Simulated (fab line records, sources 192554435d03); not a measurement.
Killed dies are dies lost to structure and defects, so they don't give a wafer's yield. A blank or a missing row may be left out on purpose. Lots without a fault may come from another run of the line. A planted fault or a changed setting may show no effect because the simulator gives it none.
fab line records | flow n5_finfet
record lots=6 wafers=18 last_day=18
route steps=1938 shown WELL_APT@40 PMOS_HMC_CHANNEL_EPI@57 PASSIVATION@1936
lots that met no fault: from a run of the same line without faults
start_h: hours from the record's first day to the start of the lot's first wafer shown | wait_h: hours since the lot's step before | " the same as in the row above | L1.1+2: a row that stands for several wafers | - no value, or no start given | * or withheld: withheld | < > ~ a bound
route shown NAME@n: a module of which the file shows steps, and the number in the route of the first | usual: mean/standard deviation of fault-free wafers | same: alike in all rows | chamber/n: place in a boat | sites: the reading at each site | _std_site: their standard deviation | _edge_site: outer sites' mean less inner sites' | radius_mm: how far each site lies from the wafer's centre | mask NAME#n: copy n | behind: the tool/chamber that last shaped the wafer | hold: why the lot was held/for how many hours/how that ended | device: the transistor (n, p or np) that didn't switch | end of line: the same wafers' tests at the end of the route | a step without rows: its recipe alone | killed: dies lost to structure and defects at the first sort, not the wafer's yield | map: a wafer's dies, x killed, . not, _ none there
set.NAME: the setting as run; set.NAME@STEP: as run at that earlier step | model.NAME: the simulator's own value behind a step, which no gauge read
lots at some steps of the route; a table a step, a row a wafer
services: from which hour (start_h, from the record's first day; less than 0 if before it) a tool's chamber was out of use, for how many hours, and why
## steps
# step N5_WELL_APT_PEB_23
# recipe peb_temp_c=130 peb_time_s=90
# step N5_WELL_APT_DEVELOP_24
# recipe develop_time_s=45 rinse_liquid=surfactant_rinse dry=air_spin dev_temp_c=21
# step N5_WELL_APT_HARDBAKE_29
# recipe temp_c=130 time_s=120
# step N5_WELL_APT_CD_MEAS_25
# recipe target_cd_nm=200 landing_energy_ev=500 detector=se_inlens
# usual cd_nm=200.5/2.3
# columns lot.wafer tool chamber start_h wait_h cd_nm
L770.1 cd_sem-01 0 33.53 - 203.2
L770.5 " 0 " " 199.5
L770.6 " 0 " " 200.3
L771.1 cd_sem-02 0 38.83 - 202.5
L771.2 " 0 " " 202.2
L771.5 " 0 " " 196.4
L777.3 cd_sem-03 0 74.83 - 202.3
L777.4 " 0 " " 198.3
L777.6 " 0 " " 203.7
L779.1 cd_sem-01 0 87.06 - 200.8
L779.3 " 0 " " 201.0
L779.5 " 0 " " 197.5
L784.1 cd_sem-03 0 116.99 - 202.4
L784.2 " 0 " " 199.8
L784.5 " 0 " " 202.1
L790.1 cd_sem-03 0 152.80 - 202.1
L790.3 " 0 " " 198.3
L790.6 " 0 " " 201.8
# step N5_WELL_APT_OVL_MEAS_26
# recipe points_per_wafer=44
# usual PWELL_OVL=-1/5.2
# columns lot.wafer tool chamber start_h wait_h PWELL_OVL[nm]
L770.1 overlay-02 0 33.56 0.0 -10
L770.5 " 0 " " -13
L770.6 " 0 " " -11
L771.1 overlay-02 0 38.86 0.0 1
L771.2 " 0 " " 1
L771.5 " 0 " " -2
L777.3 overlay-02 0 74.86 0.0 -9
L777.4 " 0 " " -5
L777.6 " 0 " " -9
L779.1 overlay-02 0 87.09 0.0 8
L779.3 " 0 " " 9
L779.5 " 0 " " 4
L784.1 overlay-01 0 117.02 0.0 -2
L784.2 " 0 " " -2
L784.5 " 0 " " 3
L790.1 overlay-02 0 152.83 0.0 -3
L790.3 " 0 " " -2
L790.6 " 0 " " -3
# step N5_WELL_APT_INSPECT_27
# recipe mode=adi inspect_instrument=macro
# usual raw_defect_count=1.9/1.4
# columns lot.wafer tool chamber start_h wait_h raw_defect_count
L770.1 defect_inspect-01 - 33.58 0.0 0
L770.5 " - " " 4
L770.6 " - " " 4
L771.1 defect_inspect-02 - 38.88 0.0 2
L771.2 " - " " 3
L771.5 " - " " 2
L777.3 defect_inspect-01 - 74.88 0.0 5
L777.4 " - " " 0
L777.6 " - " " 0
L779.1 defect_inspect-02 - 87.11 0.0 2
L779.3 " - " " 1
L779.5 " - " " 0
L784.1 defect_inspect-02 - 117.05 0.0 1
L784.2 " - " " 2
L784.5 " - " " 2
L790.1 defect_inspect-01 - 152.85 0.0 2
L790.3 " - " " 3
L790.6 " - " " 1
# step N5_WELL_APT_DESCUM_30
# recipe chemistry=O2 time_s=7.9 source_power_w=50 bias_power_w=20 pressure_mtorr=20 rf_frequency_hz=2.712e+07 temp_c=40 o2_flow_sccm=225
# usual drypump_motor_current_A=5.7/0.4 o2_flow_sccm=225.0/0.64 oes_product_au=0.74/0.074 rf_vpp_V=243.3/1.6 showerhead_plenum_p_Torr=2.10/0.093 throttle_valve_pct=20.39/0.16
# columns lot.wafer tool chamber start_h wait_h drypump_motor_current_A o2_flow_sccm oes_product_au rf_hours_counter_h rf_vpp_V showerhead_plenum_p_Torr throttle_valve_pct
L770.1 rie_diel-02 0 33.61 0.0 6.1 225.8 0.71 158 240.7 2.02 20.32
L770.5 " 1 " " 5.9 225.8 0.70 - 244.2 2.19 20.67
L770.6 " 0 " " 6.1 225.6 0.72 - 242.8 2.02 20.32
L771.1 rie_diel-05 3 38.92 0.0 5.5 225.4 0.70 231 241.9 2.03 20.62
L771.2 " 2 " " 5.4 226.4 0.79 121 240.7 1.92 20.18
L771.5 " 0 " " 5.1 224.5 0.71 - 244.2 2.16 20.22
L777.3 rie_diel-05 2 74.91 0.0 5.5 224.7 0.79 133 241.8 1.92 20.20
L777.4 " 3 " " 5.5 225.8 0.69 244 242.5 2.03 20.65
L777.6 " 0 " " 5.1 224.2 0.72 - 243.2 2.15 20.24
L779.1 rie_diel-05 3 87.15 0.0 5.5 224.5 0.69 247 241.7 2.02 20.66
L779.3 " 0 " " 5.1 225.7 0.72 233 243.9 2.15 20.23
L779.5 " 1 " " 6.1 224.8 0.78 - 244.9 2.18 20.44
L784.1 rie_diel-02 2 117.08 0.0 5.6 224.0 0.72 214 241.6 2.06 20.50
L784.2 " 0 " " 6.1 224.0 0.69 187 241.0 2.01 20.37
L784.5 " 3 " " 6.6 225.9 0.70 - 242.0 2.08 20.21
L790.1 rie_diel-04 2 152.96 0.1 5.3 225.3 0.68 228 242.5 2.04 20.52
L790.3 " 0 " " 5.6 223.6 0.90 38 245.4 2.23 20.45
L790.6 " 2 " " 5.3 224.8 0.68 - 243.6 2.04 20.51
# step N5_WELL_APT_IMPLANT_31
# recipe species=B energy_kev=60 dose_cm2=1.5e+13 tilt_deg=0 rotation_deg=0
# step N5_WELL_APT_IMPLANT_32
# recipe species=BF2 energy_kev=50 dose_cm2=2e+13 tilt_deg=0 rotation_deg=0
# step N5_WELL_APT_STRIP_33
# recipe chemistry=SPM time_s=900 temp_c=130 h2so4_h2o2_vol_ratio=4 dry=ipa_marangoni
# step N5_WELL_APT_RTA_34
# recipe temp_c=1000 time_s=10 ambient=N2 idle_temp_c=600 ramp_up_c_per_s=150 ramp_down_c_per_s=60 cool_to_c=600
# usual lamp_power_pct=13.00/0.05 lamp_zone_2_pct=12.994/0.03 lamp_zone_5_pct=13.00/0.031 lamp_zone_6_pct=12.92/0.033 wafer_temp_C_max=1003.6/1.2
# columns lot.wafer tool chamber start_h wait_h lamp_power_pct lamp_zone_2_pct lamp_zone_5_pct lamp_zone_6_pct wafer_temp_C_max
L770.1 rtp_anneal-02 0 34.39 0.0 12.95 12.970 13.03 12.90 1002.8
L770.5 " 0 " " 13.10 13.013 12.96 12.90 1004.3
L770.6 " 0 " " 13.07 13.037 12.96 12.96 1005.2
L771.1 rtp_anneal-02 0 39.68 0.0 13.03 12.976 12.95 12.98 1002.1
L771.2 " 0 " " 13.06 13.028 13.00 12.94 1005.2
L771.5 " 0 " " 12.97 12.990 13.00 12.96 1005.2
L777.3 rtp_anneal-02 0 75.77 0.1 13.04 13.020 12.99 12.87 1007.8
L777.4 " 0 " " 13.01 12.999 12.98 12.90 1003.8
L777.6 " 0 " " 12.95 13.049 13.00 12.91 1002.7
L779.1 rtp_anneal-02 0 88.16 0.3 12.97 12.959 13.03 12.93 1001.8
L779.3 " 0 " " 13.02 12.965 12.94 12.92 1003.9
L779.5 " 0 " " 13.04 12.996 13.07 12.85 1004.9
L784.1 rtp_anneal-02 0 117.84 0.0 13.05 12.982 13.01 12.90 1003.3
L784.2 " 0 " " 12.99 13.043 13.04 13.00 1003.8
L784.5 " 0 " " 12.97 12.961 13.06 12.95 1003.2
L790.1 rtp_anneal-01 0 153.72 0.0 12.91 12.988 12.98 12.91 1003.6
L790.3 " 0 " " 13.02 13.018 13.06 12.96 1004.9
L790.6 " 0 " " 13.05 12.999 13.00 12.91 1002.5
# step N5_WELL_APT_OXIDE_STRIP_42
# recipe chemistry=dHF dilution=25:1 time_s=45 temp_c=25 target=SiO2 target_depth_a=120
# step N5_WELL_APT_PRECLEAN_36
# recipe chemistry=O3/DIW time_s=45 temp_c=22 o3_ppm=10
# columns lot.wafer tool chamber start_h wait_h
L770.1+5+6 wet_bench-04 1,6,4 34.55 0.0
L771.1+2+5 wet_bench-03 1,3,7 39.84 0.0
L777.3+4+6 wet_bench-03 3,4,0 75.89 0.0
L779.1+3+5 wet_bench-03 3,0,4 88.32 0.0
L784.1+2+5 wet_bench-04 4,1,2 118.00 0.0
L790.1+3+6 wet_bench-04 5,4,3 153.88 0.0
# step N5_WELL_APT_PRECLEAN_39
# recipe chemistry=dHF time_s=60 dilution=150:1 temp_c=25
# step N5_WELL_APT_SRD_37
# recipe dry=ipa_marangoni do_ppb=5 time_s=30 temp_c=23 rinse_liquid=diw
# step N5_WELL_APT_EPI_41
# recipe material=Si target_thk_a=500 temp_c=650 precursor=SiH4/H2 pressure_torr=20 time_s=297.7
# usual throttle_valve_pct=11.14/0.29
# columns lot.wafer tool chamber start_h wait_h throttle_valve_pct
L770.1 epi_rpcvd-04 0 34.63 0.0 10.78
L770.5 " 0 " " 10.95
L770.6 " 0 " " 11.07
L771.1 epi_rpcvd-03 0 39.92 0.0 11.34
L771.2 " 0 " " 11.24
L771.5 " 0 " " 11.50
L777.3 epi_rpcvd-04 0 76.17 0.2 10.93
L777.4 " 0 " " 10.54
L777.6 " 0 " " 11.13
L779.1 epi_rpcvd-04 0 88.40 0.0 10.84
L779.3 " 0 " " 10.84
L779.5 " 0 " " 10.89
L784.1 epi_rpcvd-03 0 118.09 0.0 11.37
L784.2 " 0 " " 11.34
L784.5 " 0 " " 11.73
L790.1 epi_rpcvd-03 0 153.97 0.0 11.49
L790.3 " 0 " " 11.55
L790.6 " 0 " " 11.21
# step N5_WELL_APT_INSPECT_38
# recipe inspect_instrument=darkfield mode=post_epi
# usual raw_defect_count=14/5.4
# columns lot.wafer tool chamber start_h wait_h raw_defect_count
L770.1 defect_inspect-02 - 35.26 0.5 10
L770.5 " - " " 11
L770.6 " - " " 12
L771.1 defect_inspect-01 - 40.55 0.5 8
L771.2 " - " " 17
L771.5 " - " " 10
L777.3 defect_inspect-01 - 76.60 0.3 306
L777.4 " - " " 284
L777.6 " - " " 344
L779.1 defect_inspect-02 - 89.04 0.5 334
L779.3 " - " " 329
L779.5 " - " " 306
L784.1 defect_inspect-02 - 118.92 0.7 15
L784.2 " - " " 4
L784.5 " - " " 14
L790.1 defect_inspect-01 - 154.60 0.5 12
L790.3 " - " " 22
L790.6 " - " " 18
# step N5_PMOS_HMC_CHANNEL_EPI_HM_DEP_34
# recipe material=SiO2 target_thk_a=360 temp_c=400 precursor=TEOS/O2 pressure_torr=6.5 rf_w=900 teos_flow_sccm=161.4 gas=O2 flow_sccm=2650 time_s=6.9
# usual heater_power_w=588/110 showerhead_plenum_p_Torr=8.364/0.027 throttle_valve_pct=18.0/0.64
# columns lot.wafer tool chamber start_h wait_h heater_power_w showerhead_plenum_p_Torr throttle_valve_pct
L770.1 pecvd-01 0 35.30 0.0 777 8.348 17.6
L770.5 " 1 " " 685 8.369 19.2
L770.6 " 2 " " 529 8.370 17.3
L771.1 pecvd-03 2 40.59 0.0 647 8.406 17.5
L771.2 " 0 " " 567 8.384 18.7
L771.5 " 1 " " 502 8.315 18.3
L777.3 pecvd-03 0 76.64 0.0 564 8.388 18.8
L777.4 " 1 " " 568 8.321 18.1
L777.6 " 0 " " 568 8.354 18.8
L779.1 pecvd-02 2 89.07 0.0 579 8.363 16.5
L779.3 " 1 " " 387 8.382 17.5
L779.5 " 0 " " 723 8.366 17.7
L784.1 pecvd-03 2 118.96 0.0 700 8.366 17.6
L784.2 " 0 " " 606 8.378 18.9
L784.5 " 0 " " 613 8.377 18.7
L790.1 pecvd-03 0 154.64 0.0 595 8.401 18.8
L790.3 " 1 " " 475 8.358 18.4
L790.6 " 0 " " 584 8.400 18.8
# step N5_PMOS_HMC_CHANNEL_EPI_COAT_31
# recipe resist=BARC temp_c=205 time_s=60 spin_rpm=1500 resist_thk_nm=66
# step N5_PMOS_HMC_CHANNEL_EPI_COAT_03
# recipe resist=CAR-ArF-block spin_rpm=1500 resist_thk_nm=205
# step N5_PMOS_HMC_CHANNEL_EPI_EBR_05
# recipe solvent=PGMEA ebr_width_mm=1.5
# step N5_PMOS_HMC_CHANNEL_EPI_SOFTBAKE_04
# recipe temp_c=110 time_s=60 resist=CAR-ArF-block
# step N5_PMOS_HMC_CHANNEL_EPI_EXPOSE_06
# recipe mask_id=PMOS_HMC_BLK na=1.35 source_shape=conventional sigma_outer=0.8 polarization=unpolarized target_cd_nm=240 dose_mj=41
# step N5_PMOS_HMC_CHANNEL_EPI_PEB_07
# recipe peb_temp_c=110 peb_time_s=60 resist=CAR-ArF-block
# step N5_PMOS_HMC_CHANNEL_EPI_DEVELOP_08
# recipe develop_time_s=30 developer=TMAH resist=CAR-ArF-block dev_temp_c=23 rinse_liquid=diw dry=air_spin
# step N5_PMOS_HMC_CHANNEL_EPI_CD_MEAS_09
# recipe target_cd_nm=237.4 landing_energy_ev=500 detector=se_inlens
# usual cd_nm=236.5/1.1
# columns lot.wafer tool chamber start_h wait_h cd_nm
L770.1 cd_sem-02 0 35.71 - 235.9
L770.5 " 0 " " 238.0
L770.6 " 0 " " 235.9
L771.1 cd_sem-02 0 40.91 - 236.9
L771.2 " 0 " " 237.3
L771.5 " 0 " " 236.5
L777.3 cd_sem-03 0 76.92 - 237.4
L777.4 " 0 " " 236.6
L777.6 " 0 " " 238.0
L779.1 cd_sem-03 0 89.48 - 237.6
L779.3 " 0 " " 234.7
L779.5 " 0 " " 236.3
L784.1 cd_sem-02 0 119.36 - 235.7
L784.2 " 0 " " 237.0
L784.5 " 0 " " 236.6
L790.1 cd_sem-01 0 155.06 - 235.5
L790.3 " 0 " " 235.8
L790.6 " 0 " " 234.9
# step N5_PMOS_HMC_CHANNEL_EPI_OVL_MEAS_10
# recipe points_per_wafer=44
# usual PMOS_HMC_BLK_OVL=0.0/0.78
# columns lot.wafer tool chamber start_h wait_h PMOS_HMC_BLK_OVL[nm]
L770.1 overlay-01 0 35.74 0.0 0.0
L770.5 " 0 " " 0.7
L770.6 " 0 " " -0.2
L771.1 overlay-02 0 40.94 0.0 -0.5
L771.2 " 0 " " 0.1
L771.5 " 0 " " -1.0
L777.3 overlay-02 0 76.95 0.0 0.8
L777.4 " 0 " " 0.0
L777.6 " 0 " " 0.8
L779.1 overlay-02 0 89.51 0.0 -1.1
L779.3 " 0 " " 0.3
L779.5 " 0 " " 0.1
L784.1 overlay-01 0 119.40 0.0 0.4
L784.2 " 0 " " -0.9
L784.5 " 0 " " 0.2
L790.1 overlay-02 0 155.09 0.0 2.3
L790.3 " 0 " " 2.3
L790.6 " 0 " " 1.0
# step N5_PMOS_HMC_CHANNEL_EPI_INSPECT_11
# recipe mode=adi inspect_instrument=macro
# usual raw_defect_count=1.9/1.4
# columns lot.wafer tool chamber start_h wait_h raw_defect_count
L770.1 defect_inspect-01 - 35.76 0.0 0
L770.5 " - " " 1
L770.6 " - " " 2
L771.1 defect_inspect-02 - 40.96 0.0 4
L771.2 " - " " 3
L771.5 " - " " 2
L777.3 defect_inspect-01 - 76.97 0.0 >300
L777.4 " - " " 283
L777.6 " - " " >300
L779.1 defect_inspect-02 - 89.53 0.0 >300
L779.3 " - " " >300
L779.5 " - " " 296
L784.1 defect_inspect-02 - 119.42 0.0 3
L784.2 " - " " 2
L784.5 " - " " 3
L790.1 defect_inspect-01 - 155.11 0.0 3
L790.3 " - " " 1
L790.6 " - " " 6
# step N5_PMOS_HMC_CHANNEL_EPI_DESCUM_14
# recipe chemistry=O2 time_s=7.9 source_power_w=50 bias_power_w=20 pressure_mtorr=20 rf_frequency_hz=2.712e+07 temp_c=40 resist=CAR-ArF-block o2_flow_sccm=225
# usual drypump_motor_current_A=5.9/0.45 o2_flow_sccm=224.9/0.71 oes_product_au=0.77/0.06 rf_vpp_V=243.0/1.6 showerhead_plenum_p_Torr=2.07/0.086 throttle_valve_pct=20.5/0.35
# columns lot.wafer tool chamber start_h wait_h drypump_motor_current_A o2_flow_sccm oes_product_au rf_hours_counter_h rf_vpp_V showerhead_plenum_p_Torr throttle_valve_pct
L770.1 rie_diel-01 2 35.79 0.0 5.4 225.4 0.77 139 243.8 2.21 20.6
L770.5 " 3 " " 5.4 225.8 0.82 - 244.2 2.11 20.7
L770.6 " 2 " " 5.4 224.7 0.77 - 245.2 2.21 20.7
L771.1 rie_diel-06 0 41.22 0.3 6.5 224.0 0.78 142 240.0 2.01 20.1
L771.2 " 3 " " 5.9 224.3 0.82 82 240.8 1.94 19.9
L771.5 " 0 " " 6.5 224.1 0.78 - 241.9 2.01 20.1
L777.3 rie_diel-03 0 77.01 0.0 5.8 224.4 0.79 122 244.5 2.19 20.8
L777.4 " 3 " " 5.8 224.2 0.82 78 241.1 2.00 19.8
L777.6 " 1 " " 6.8 224.6 0.71 - 241.2 2.01 20.8
L779.1 rie_diel-06 3 89.57 0.0 5.9 224.7 0.80 98 241.8 1.93 20.0
L779.3 " 1 " " 6.5 225.0 0.94 8 246.4 2.20 20.1
L779.5 " 0 " " 6.5 225.1 0.77 - 242.1 2.01 20.1
L784.1 rie_diel-01 1 119.45 0.0 5.5 224.4 0.71 233 244.0 2.12 20.6
L784.2 " 3 " " 5.4 225.7 0.79 120 242.7 2.10 20.7
L784.5 " 0 " " 5.5 224.9 0.71 - 244.7 2.08 20.7
L790.1 rie_diel-03 0 155.15 0.0 5.7 224.8 0.76 146 244.7 2.19 20.8
L790.3 " 3 " " 5.8 223.6 0.80 101 241.8 2.00 19.9
L790.6 " 2 " " 6.2 224.7 0.71 - 244.7 2.13 20.3
# step N5_PASSIVATION_PROBE_49
# usual killed_at_M0_to_M3=34/11 killed_at_M4_up=13/5.2 killed_at_contacts=13/6.3 killed_at_front_end=40/14 killed_at_other=3.2/2.4 killed_dies=104/19 killed_open=69/14 killed_short=32/7.5
# same gross_dies=1180 killed_at_back_side=0
# columns lot.wafer tool chamber start_h wait_h killed_at_M0_to_M3 killed_at_M4_up killed_at_contacts killed_at_front_end killed_at_other killed_dies killed_open killed_short
L771.1 prober-01 - 296.91 0.0 34 6 14 24 6 84 51 29
L771.2 prober-01 - 296.96 0.1 59 11 19 28 0 117 73 41
L771.5 prober-01 - 297.11 0.2 30 14 16 27 5 92 64 27
L777.3 prober-02 - 329.00 0.1 36 7 11 118 2 174 55 26
L777.4 prober-02 - 329.05 0.2 32 11 12 129 5 189 54 33
L777.6 prober-02 - 329.15 0.3 43 19 14 138 4 218 80 39
L779.1 prober-02 - 335.66 0.0 29 10 8 123 6 176 49 31
L779.3 prober-02 - 335.76 0.1 38 10 2 134 3 187 57 30
L779.5 prober-02 - 335.86 0.2 40 16 6 139 3 204 75 26
L784.1 prober-01 - 369.36 0.0 20 19 12 36 4 91 59 31
L784.2 prober-01 - 369.41 0.1 51 7 18 53 1 130 86 43
L784.5 prober-01 - 369.56 0.2 32 17 16 36 9 110 74 32
# killed by level:class
L771.1 MOL_CONTACT_COAG:geometric_particle:open=13 BEOL_M0_SAQP:geometric_particle:short=11 STI_FIN_REVEAL:geometric_particle:open=8 BEOL_M0_SAQP:geometric_particle:open=7 BEOL_M3:geometric_particle:open=6 BEOL_M1:geometric_particle:open=3 PASS1_DEP:geometric_particle:open=3 STARTING-WAFER:geometric_particle:short=3
L771.2 BEOL_M3:geometric_particle:open=16 MOL_CONTACT_COAG:geometric_particle:open=12 BEOL_M0_SAQP:geometric_particle:short=11 STI_FIN_REVEAL:geometric_particle:open=7 BEOL_M1:geometric_particle:open=7 MOL_CONTACT_COAG:geometric_particle:short=6 BEOL_M3:geometric_particle:short=6 BEOL_M2:geometric_particle:open=6
L771.5 MOL_CONTACT_COAG:geometric_particle:open=13 BEOL_M3:geometric_particle:open=9 BEOL_M4:geometric_particle:open=9 STI_FIN_REVEAL:geometric_particle:open=7 BEOL_M1:geometric_particle:open=7 ILD0:geometric_particle:open=4 ILD0:geometric_particle:short=4 STARTING-WAFER:geometric_particle:short=4
L777.3 WELL_APT:unspecified=92 BEOL_M2:geometric_particle:open=10 MOL_CONTACT_COAG:geometric_particle:open=8 BEOL_M0_SAQP:geometric_particle:open=7 GATE_CUT:geometric_particle:open=6 BEOL_M3:geometric_particle:open=6 FIN_SAQP:geometric_particle:open=4 FIN_SAQP:geometric_particle:short=4
L777.4 WELL_APT:unspecified=101 MOL_CONTACT_COAG:geometric_particle:open=8 BEOL_M2:geometric_particle:open=8 BEOL_M0_SAQP:geometric_particle:open=6 FIN_SAQP:geometric_particle:short=5 DUMMY_GATE:geometric_particle:open=5 BEOL_M0_SAQP:geometric_particle:short=5 FIN_SAQP:geometric_particle:open=4
L777.6 WELL_APT:unspecified=95 MOL_CONTACT_COAG:geometric_particle:open=10 BEOL_M0_SAQP:geometric_particle:short=10 BEOL_M2:geometric_particle:open=10 FIN_SAQP:geometric_particle:open=8 STI_FIN_REVEAL:geometric_particle:open=7 BEOL_M0_SAQP:geometric_particle:open=7 FIN_SAQP:geometric_particle:short=6
L779.1 WELL_APT:unspecified=96 BEOL_M0_SAQP:geometric_particle:open=11 FIN_SAQP:geometric_particle:open=8 BEOL_M0_SAQP:geometric_particle:short=7 MOL_CONTACT_COAG:geometric_particle:open=4 MOL_CONTACT_COAG:geometric_particle:short=4 STARTING-WAFER:geometric_particle:open=4 FIN_SAQP:geometric_particle:short=3
L779.3 WELL_APT:unspecified=99 BEOL_M2:geometric_particle:open=10 STI_FIN_REVEAL:geometric_particle:open=7 DUMMY_GATE:geometric_particle:open=6 BEOL_M0_SAQP:geometric_particle:short=6 BEOL_M3:geometric_particle:open=5 FIN_SAQP:geometric_particle:open=4 BEOL_M0_SAQP:geometric_particle:open=4
L779.5 WELL_APT:unspecified=101 FIN_SAQP:geometric_particle:open=14 BEOL_M3:geometric_particle:open=12 BEOL_M2:geometric_particle:open=12 FIN_SAQP:geometric_particle:short=9 BEOL_M0_SAQP:geometric_particle:open=8 STI_FIN_REVEAL:geometric_particle:open=7 BEOL_M0_SAQP:geometric_particle:short=6
L784.1 MOL_CONTACT_COAG:geometric_particle:open=12 FIN_SAQP:geometric_particle:short=9 BEOL_M4:geometric_particle:open=9 BEOL_M0_SAQP:geometric_particle:open=7 FIN_SAQP:geometric_particle:open=5 BEOL_M0_SAQP:geometric_particle:short=5 STI_FIN_REVEAL:geometric_particle:open=4 DUMMY_GATE:geometric_particle:short=4
L784.2 MOL_CONTACT_COAG:geometric_particle:open=12 BEOL_M2:geometric_particle:open=12 FIN_SAQP:geometric_particle:open=9 BEOL_M0_SAQP:geometric_particle:open=9 FIN_SAQP:geometric_particle:short=8 STI_FIN_REVEAL:geometric_particle:open=8 BEOL_M0_SAQP:geometric_particle:short=8 DUMMY_GATE:geometric_particle:open=7
L784.5 MOL_CONTACT_COAG:geometric_particle:open=11 DUMMY_GATE:geometric_particle:open=8 FIN_SAQP:geometric_particle:open=7 BEOL_M4:geometric_particle:open=7 BEOL_M0_SAQP:geometric_particle:open=6 BEOL_M3:geometric_particle:open=5 FIN_SAQP:geometric_particle:short=4 STI_FIN_REVEAL:geometric_particle:open=4
# map L777.6 (x killed, . not)
_________________.....xx.....________________
______________........x...x..x.._____________
___________........................__________
__________..x.x.x..................._________
________..x.........xx....x....x......_______
_______................................______
______x.x...x...x........x.......x......_____
_____....................................____
____......x..x.....x................xx...x___
___.........x...........x........x.....xx..__
___....x..x......x...........x........x.x..__
__.......x..x.x...............x........x...._
__...xx..x....x...xxxxx..........x.........._
_....x.........x.......x....xx....x......x...
_x.......xxxx..........x.......x.............
_x.....x..xx..............x...x..............
_....xxxx......x.......................x..x..
_.x.xxxxxxx.x.......x..x..x..x........x....x.
_..xxxxxxxx..xx.x...........x.xx...........x.
_x.xxxxxxxx.xx.........x................x..x.
_xxxxxxxxxxxx....xx..........................
__xxxxxxxxx.x........x.x...x.......x....x.x._
__x.xxxxxxxxx..x.x.........................._
___xxxxxxxxxxx.......x....x..x.............__
___xx.xxxxxxx..............x.....x.........__
____.xxxx..x..........................x.x.___
_____...............x....x.......x.......____
______..x..x.........x.x.............x.x_____
_______.....x........x...x..x..........______
________.............................._______
__________........x......xx.......xx_________
___________x.............x.........__________
______________.................._____________
_________________....x..x....________________
# map L779.5 (x killed, . not)
_________________..x.........________________
______________x...x.x..........._____________
___________..x............x...x....__________
__________..............x........x.._________
________......x.....x...........x..x.x_______
_______.x...........x...x......x.......______
______x.x...........x.x.x...x..........._____
_____..x..x.....x....x..x.xx..x.x........____
____..............xx..xxxxxx.........x....___
___............x.....xxxxxxxxxxx..x........__
___x.........x...x..x.xxxxxxxxxx.x.........__
__.x.................x.xxxxxx.xx..x......x.x_
__..................xxxxxxxxxxxxx.x........._
_...............x.x.xxxxxxxxxxxxx......x.....
_....................xxxxxxxxxx..............
_..................x...xxxxxxxxx............x
_.........x....x.x.....xxxxxxx............x..
_x....................xx..x.x............x...
_x...x........x............x.................
_...x.........x.............x....x...........
_...x...x.x...........x......................
__...........xx....x............x..........x_
__.........x..................x..x..x..x...._
___.................x..........x...........__
___..........................x.............__
____........x................x.........x..___
_____...x...x..............x.............____
______............x........x...........x_____
_______...xx......................xx..x______
________.......x......................_______
__________.x.....................xx._________
___________.....x.....x.......x..x.__________
______________..x....x......x..._____________
_________________x.......x..x________________
## services
# columns tool chamber start_h hours kind
pecvd-03 1 22.79 2.5 repair
rie_diel-03 - 27.94 15.6 pm
rie_diel-05 - 46.75 2.8 pm
pecvd-02 - 47.54 1.7 repair
rie_diel-02 - 63.88 0.1 repair
rie_diel-04 1 84.16 5.7 repair
rie_diel-01 0 90.51 8.2 repair
rie_diel-06 0 92.45 4.8 repair
rie_diel-05 3 98.30 - clean
rie_diel-05 3 98.30 - consumable_replace:focus_ring
rie_diel-05 3 98.30 19.9 scheduled_down
rie_diel-05 3 98.30 19.9 vent_cycle
rie_diel-01 0 116.14 1.5 repair
rie_diel-01 2 127.11 6.6 repair
pecvd-01 - 127.62 5.5 pm
rie_diel-05 0 132.26 - clean
rie_diel-05 0 132.26 - consumable_replace:focus_ring
rie_diel-05 0 132.26 24.3 scheduled_down
rie_diel-05 - 138.50 4.3 pm
rie_diel-03 2 140.26 5.8 repair
rie_diel-04 3 143.18 13.8 repair
pecvd-03 0 147.79 2.1 scheduled_down
pecvd-03 2 149.92 5.5 scheduled_down
rie_diel-06 1 154.34 5.2 repair
## key
first_sign step=N5_WELL_APT_INSPECT_38 reading=raw_defect_count direction=up sigmas=57 usual=14 struck=317
effect step=N5_PMOS_HMC_CHANNEL_EPI_INSPECT_11 reading=raw_defect_count direction=up sigmas=99+ usual=1.9 struck=>296.5
effect step=N5_PASSIVATION_PROBE_49 reading=killed_at_front_end direction=up sigmas=6.6 usual=40 struck=130
more_kills_born_at N5_WELL_APT_PRECLEAN_36@wet_bench-03=584
met_at N5_WELL_APT_PRECLEAN_36
struck_wafers L777.3,L777.4,L777.6,L779.1,L779.3,L779.5
tester_left_out L777,L779
onset_between 39.84 75.89
also_fits N5_WELL_APT_DESCUM_30:rie_diel-05,N5_WELL_APT_EPI_41:epi_rpcvd-04
fault kind=chamber_particle_source tool=wet_bench-03 chamber=- onset_h=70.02 steps=N5_WELL_APT_PRECLEAN_36 rate_per_visit_cm2=0.48619 end_h=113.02
# tester_left_out: of these lots the tester's yield and bins aren't shown, on N5 and GAA mostly nor the transistor test; their killed dies are dies lost to structure and defects alone, not to doping, threshold or leakage, so they don't give the yield
